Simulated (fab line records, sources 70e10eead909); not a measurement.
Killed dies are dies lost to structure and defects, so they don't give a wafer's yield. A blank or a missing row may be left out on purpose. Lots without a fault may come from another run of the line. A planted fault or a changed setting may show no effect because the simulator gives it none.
Which tool did it? | flow nand_harc | 13 lots, 39 wafers sampled, at 5 steps of a route of 1159

WHAT THE GAUGES READ, wafer by wafer
NHARC_A_BONDPAD_THK_MEAS_20: measures by xrf.
lot  | measured     | on            | thk_nm (nm)
L810 | day 17 23:35 | film_metro-01 | 171.1 170.8 170.7
L811 | day 18 04:44 | film_metro-01 | 171.2 168.4 168.9
L813 | day 18 11:32 | film_metro-02 | 171.8 168.0 168.8
L812 | day 18 16:10 | film_metro-02 | 169.5 170.3 168.1
L814 | day 18 15:47 | film_metro-02 | 169.9 169.7 171.5
L817 | day 19 09:29 | film_metro-02 | 169.5 169.3 168.2
L823 | day 21 05:24 | film_metro-01 | 170.7 171.5
L825 | day 21 19:13 | film_metro-01 | 170.2 167.9 168.1
L824 | day 22 04:39 | film_metro-02 | 167.4 171.2
L826 | day 22 16:04 | film_metro-02 | 170.1 169.0 169.3
L828 | day 23 05:07 | film_metro-02 | 171.4 169.1 166.9
L831 | day 23 09:42 | film_metro-02 | 169.9 169.7 172.5
L833 | day 23 21:19 | film_metro-02 | 167.6 169.3 168.9

NHARC_THIN_TSV_CD_MEAS_12: target cd 1000 nm.
lot  | measured     | on        | cd_nm (nm)
L810 | day 18 13:40 | cd_sem-02 | 1001.8 1000.6 1000.8
L811 | day 18 19:52 | cd_sem-03 | 999.8 1001.9 1001.1
L813 | day 19 02:12 | cd_sem-03 | 1002.0 999.5 999.4
L812 | day 19 07:35 | cd_sem-01 | 1000.9 1004.2 1002.6
L814 | day 19 03:23 | cd_sem-01 | 1001.2 1000.0 1003.9
L817 | day 19 22:59 | cd_sem-02 | 999.3 998.2 999.1
L823 | day 21 17:38 | cd_sem-02 | 998.1 994.7
L825 | day 22 10:34 | cd_sem-01 | 999.9 998.2 998.4
L824 | day 22 23:05 | cd_sem-02 | 999.0 999.9
L826 | day 23 08:15 | cd_sem-01 | 1000.7 997.8 996.8
L828 | day 23 18:02 | cd_sem-03 | 996.3 998.3 1000.4
L831 | day 24 00:16 | cd_sem-02 | 998.9 1000.9 999.1
L833 | day 24 10:20 | cd_sem-01 | 998.1 999.2 1001.7

NHARC_END_SORT_01.
lot  | measured     | on        | defect_limited_yield (%) | killed_at_array | killed_at_other | killed_at_periphery | killed_dies | killed_open | killed_short | sort_bin_2_pct (%) | sort_bin_3_pct (%) | sort_bin_4_pct (%) | sort_n_pass | sort_rim_yield_pct (%) | sort_yield_pct (%)
L810 | day 19 03:37 | prober-02 | 96.8 96.0 96.9           | 19 17 12        | 0 3 0           | 3 7 9               | 22 27 21    | 0 2 1       | 5 3 1        | 0.9 1.5 0.9        | 0.15 0.15 0.30     | 2.2 2.4 1.9        | 655 650 656 | 98 95 97               | 96.8 96.0 96.9
L811 | day 19 11:17 | prober-01 | 93.8 96.0 96.2           | 39 27 25        | 0 0 1           | 3 0 0               | 42 27 26    | 5 1 2       | 5 2 1        | 0.9 1.0 1.5        | 0.44 0 0.15        | 4.9 3.0 2.2        | 635 650 651 | 96 94 95               | 93.8 96.0 96.2
L813 | day 19 23:46 | prober-02 | 96.9 97.6 96.6           | 18 15 18        | 0 0 0           | 3 1 5               | 21 16 23    | 1 0 3       | 2 0 3        | 1.0 0.6 1.2        | 0.15 0 0.30        | 1.9 1.8 1.9        | 656 661 654 | 94 96 97               | 96.9 97.6 96.6
L812 | day 20 03:02 | prober-01 | 95.0 95.4 95.0           | 31 22 30        | 0 1 0           | 3 8 4               | 34 31 34    | 2 6 3       | 4 1 2        | 1.6 1.9 1.8        | 0.44 0.15 0.44     | 3.0 2.5 2.8        | 643 646 643 | 93 94 94               | 95.0 95.4 95.0
L814 | day 19 19:08 | prober-01 | 95.6 96.0 95.1           | 22 25 27        | 3 1 1           | 5 1 5               | 30 27 33    | 2 1 6       | 5 2 4        | 1.3 1.3 1.6        | 0.59 0 0           | 2.5 2.7 3.2        | 647 650 644 | 92 92 90               | 95.6 96.0 95.1
L817 | day 20 15:04 | prober-02 | 95.0 94.4 94.4           | 33 38 37        | 0 0 0           | 1 0 1               | 34 38 38    | 4 3 6       | 1 1 1        | 2.2 1.3 1.9        | 0.30 0.44 0.59     | 2.5 3.8 3.1        | 643 639 639 | 92 92 87               | 95.0 94.4 94.4
L823 | day 22 10:40 | prober-01 | 96.6 0 96.9              | 20 676 20       | 0 0 0           | 3 1 1               | 23 677 21   | 6 3 3       | 2 3 0        | 1.0 97.5 0.6       | 0.15 0.30 0        | 2.2 2.2 2.5        | 654 0 656   | 99 0 97                | 96.6 0 96.9
L825 | day 23 03:07 | prober-01 | 97.0 97.8 96.9           | 12 10 13        | 4 1 4           | 4 4 4               | 20 15 21    | 9 2 4       | 1 2 2        | 1.3 0.7 0.4        | 0.15 0 0           | 1.5 1.5 2.7        | 657 662 656 | 97 97 98               | 97.0 97.8 96.9
L824 | day 23 14:02 | prober-02 | 96.0 0 95.1              | 24 674 27       | 2 2 5           | 1 1 1               | 27 677 33   | 3 0 4       | 5 2 5        | 1.0 97.2 1.9       | 0.44 0.74 0.44     | 2.5 2.1 2.5        | 650 0 644   | 96 0 97                | 96.0 0 95.1
L826 | day 24 00:28 | prober-01 | 95.6 93.9 94.4           | 25 37 36        | 0 1 0           | 5 3 2               | 30 41 38    | 2 1 3       | 3 3 2        | 1.0 2.1 2.2        | 0.59 0.15 0.44     | 2.8 3.8 3.0        | 647 636 639 | 93 89 88               | 95.6 93.9 94.4
L828 | day 24 16:02 | prober-02 | 95.1 94.8 93.6           | 29 31 37        | 1 0 0           | 3 4 6               | 33 35 43    | 3 4 3       | 2 1 0        | 2.2 1.3 2.7        | 0.44 0.74 0.30     | 2.2 3.1 3.4        | 644 642 634 | 88 90 92               | 95.1 94.8 93.6
L831 | day 24 23:00 | prober-02 | 93.5 92.6 93.8           | 39 43 38        | 0 1 1           | 5 6 3               | 44 50 42    | 2 4 1       | 1 1 0        | 2.4 3.1 1.3        | 0.59 0.15 0.30     | 3.5 4.1 4.6        | 633 627 635 | 85 91 92               | 93.5 92.6 93.8
L833 | day 25 14:29 | prober-02 | 96.5 96.8 96.6           | 23 20 19        | 0 0 1           | 1 2 3               | 24 22 23    | 0 2 3       | 3 4 0        | 1.3 1.5 0.7        | 0.15 0.30 0.15     | 2.1 1.5 2.5        | 653 655 654 | 94 96 92               | 96.5 96.8 96.6

WHICH TOOL RAN EACH LOT (tool, then ch and the chambers of the sampled wafers, then the start)
lot  | NHARC_A_M0_PVD_21            | NHARC_THIN_TSV_PRE_CLEAN_50
L810 | pvd_sputter-01, day 17 12:41 | pvd_sputter-03, day 19 03:37 or earlier
L811 | pvd_sputter-01, day 17 18:14 | pvd_sputter-01, day 19 11:17 or earlier
L813 | pvd_sputter-03, day 18 00:43 | pvd_sputter-02, day 19 23:46 or earlier
L812 | pvd_sputter-01, day 18 04:59 | pvd_sputter-03, day 20 03:02 or earlier
L814 | pvd_sputter-03, day 18 05:22 | pvd_sputter-02, day 19 19:08 or earlier
L817 | pvd_sputter-02, day 18 23:31 | pvd_sputter-02, day 20 15:04 or earlier
L823 | pvd_sputter-01, day 20 19:23 | pvd_sputter-03, day 22 10:40 or earlier
L825 | pvd_sputter-03, day 21 09:13 | pvd_sputter-02, day 23 03:07 or earlier
L824 | pvd_sputter-01, day 21 18:24 | pvd_sputter-01, day 23 14:02 or earlier
L826 | pvd_sputter-02, day 22 06:12 | pvd_sputter-01, day 24 00:28 or earlier
L828 | pvd_sputter-03, day 22 19:01 | pvd_sputter-02, day 24 16:02 or earlier
L831 | pvd_sputter-03, day 22 23:36 | pvd_sputter-02, day 24 23:00 or earlier
L833 | pvd_sputter-02, day 23 11:04 | pvd_sputter-02, day 25 14:29 or earlier
- NHARC_A_M0_PVD_21: deposits Cu, target thk 30 nm, time 20.49 s.
- NHARC_THIN_TSV_PRE_CLEAN_50: time 30 s.

WHAT THE TOOLS THEMSELVES READ (means of the sampled wafers that have a number; where no wafer has one, the mark that the record gives instead)
NHARC_A_M0_PVD_21.
lot  | tool           | cathode_dc_power_W (W) | throttle_valve_pct (%)
L810 | pvd_sputter-01 | 5001.1                 | 30.1
L811 | pvd_sputter-01 | 5000.3                 | 30.1
L813 | pvd_sputter-03 | 5000.5                 | 30.4
L812 | pvd_sputter-01 | 5000.4                 | 30.4
L814 | pvd_sputter-03 | 5000.1                 | 30.0
L817 | pvd_sputter-02 | 5000.0                 | 30.4
L823 | pvd_sputter-01 | 5000.6                 | 31.0
L825 | pvd_sputter-03 | 5000.0                 | 30.0
L824 | pvd_sputter-01 | 5000.4                 | 30.5
L826 | pvd_sputter-02 | 5000.5                 | 29.8
L828 | pvd_sputter-03 | 4999.7                 | 30.1
L831 | pvd_sputter-03 | 4999.5                 | 30.7
L833 | pvd_sputter-02 | 5000.7                 | 29.6

NHARC_THIN_TSV_PRE_CLEAN_50.
lot  | tool           | heater_power_w (W)
L810 | pvd_sputter-03 | 420
L811 | pvd_sputter-01 | 395
L813 | pvd_sputter-02 | 342
L812 | pvd_sputter-03 | 409
L814 | pvd_sputter-02 | 387
L817 | pvd_sputter-02 | 386
L823 | pvd_sputter-03 | 436
L825 | pvd_sputter-02 | 380
L824 | pvd_sputter-01 | 404
L826 | pvd_sputter-01 | 386
L828 | pvd_sputter-02 | 354
L831 | pvd_sputter-02 | 385
L833 | pvd_sputter-02 | 366

THE ANSWER, worked out from the rows above alone
Rule: what is usual is taken from the lots themselves. Put in order of their means at a reading, lots are off if they are a third of the lots or fewer, leave a main group of 4 or more, and stand apart from it by a gap of 3 or more times the standard deviation of the main group's means; of several such gaps the widest counts. A main group whose means are all the same, to the digits that the tables above print for the reading, isn't used. A lot without any number at a reading at which 4 lots or more have one is off too. The other lots that the step has rows for count as sound. The gauges are gone through in route order, then the tools' own readings, and for those a lot's mean is taken as printed above. The first step at which some lot is off is used, and at that step the reading that is off furthest; a lot without a number counts as furthest.
Off: L823, L824, at NHARC_END_SORT_01 (sort_bin_2_pct). The main group: mean 1.5 %, standard deviation 0.46.
A tool fits if, at a process step before that reading, it ran every lot that is off, and no sound lot after the first of them. The gauges at NHARC_END_SORT_01 are tried like those tools. NHARC_THIN_TSV_PRE_CLEAN_50 gives no start for some lots, so the hours and the order of its lots are those of NHARC_END_SORT_01. One fits: pvd_sputter-01 at NHARC_A_M0_PVD_21. Its last sound lot is L812 (day 18 04:59), its first lot that is off L823 (day 20 19:23): a fault that began between those two fits.

WHAT THE SIMULATOR HAD PUT IN
Process parameter drift: pvd_sputter-01, from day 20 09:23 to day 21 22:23, at NHARC_A_M0_PVD_21. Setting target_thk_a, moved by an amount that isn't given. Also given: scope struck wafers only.
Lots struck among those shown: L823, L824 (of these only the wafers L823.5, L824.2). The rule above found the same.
